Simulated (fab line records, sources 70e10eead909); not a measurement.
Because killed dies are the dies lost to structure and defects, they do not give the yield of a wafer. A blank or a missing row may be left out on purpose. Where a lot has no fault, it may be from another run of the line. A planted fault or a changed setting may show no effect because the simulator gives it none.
Chamber matching / flow nand_harc / NHARC_A_BLC_ALD_23 on ald_metal-02 has 4 sister chambers
The step deposits TiN, target thk 3 nm, pulse time 1 s, ald cycles 150. 7 wafers are shown with their chamber, then 7 later ones without.

== WAFERS, EACH WITH ITS CHAMBER ==
wafer=L743.2; chamber=0; heater_power_outer_w (W)=704; heater_power_w (W)=1180
wafer=L743.5; chamber=1; heater_power_outer_w (W)=659; heater_power_w (W)=1041
wafer=L749.1; chamber=3; heater_power_outer_w (W)=770; heater_power_w (W)=1163
wafer=L749.3; chamber=2; heater_power_outer_w (W)=803; heater_power_w (W)=1159
wafer=L749.4; chamber=2; heater_power_outer_w (W)=777; heater_power_w (W)=1171
wafer=L752.3; chamber=0; heater_power_outer_w (W)=687; heater_power_w (W)=1211
wafer=L752.4; chamber=3; heater_power_outer_w (W)=776; heater_power_w (W)=1169

== WAFERS WITHOUT THEIR CHAMBER ==
wafer=L752.6; heater_power_outer_w (W)=784; heater_power_w (W)=1184
wafer=L753.2; heater_power_outer_w (W)=792; heater_power_w (W)=1154
wafer=L753.4; heater_power_outer_w (W)=767; heater_power_w (W)=1167
wafer=L753.6; heater_power_outer_w (W)=783; heater_power_w (W)=1197
wafer=L754.3; heater_power_outer_w (W)=762; heater_power_w (W)=1158
wafer=L754.4; heater_power_outer_w (W)=770; heater_power_w (W)=1186
wafer=L754.6; heater_power_outer_w (W)=799; heater_power_w (W)=1176

== EACH ONE'S CHAMBER ==
wafer=L752.6; from the rows above=can't be placed: 2 or 3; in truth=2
wafer=L753.2; from the rows above=can't be placed: 2 or 3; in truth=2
wafer=L753.4; from the rows above=can't be placed: 3 or 2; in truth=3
wafer=L753.6; from the rows above=can't be placed: 3 or 2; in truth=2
wafer=L754.3; from the rows above=can't be placed: 3 or 2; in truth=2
wafer=L754.4; from the rows above=can't be placed: 3 or 2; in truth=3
wafer=L754.6; from the rows above=can't be placed: 2 or 3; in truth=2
Placed correctly: 0 of 7. Can't be placed from these rows: 7 (the true chamber is among the candidates in 7). Wrongly placed: 0.
How it was worked out, from the rows above alone: a wafer's distance from a chamber is the root of the sum, over the readings, of the square of ((its reading less the chamber's mean) divided by the reading's scatter). If the next closest chamber is less than 2 further off than the closest, the wafer can't be placed; otherwise it belongs to the closest. Each chamber's mean is taken over the wafers shown for it. The scatter is the square root of a quotient: the sum, over the shown wafers, of each reading's squared deviation from its chamber's mean, divided by wafers minus chambers.
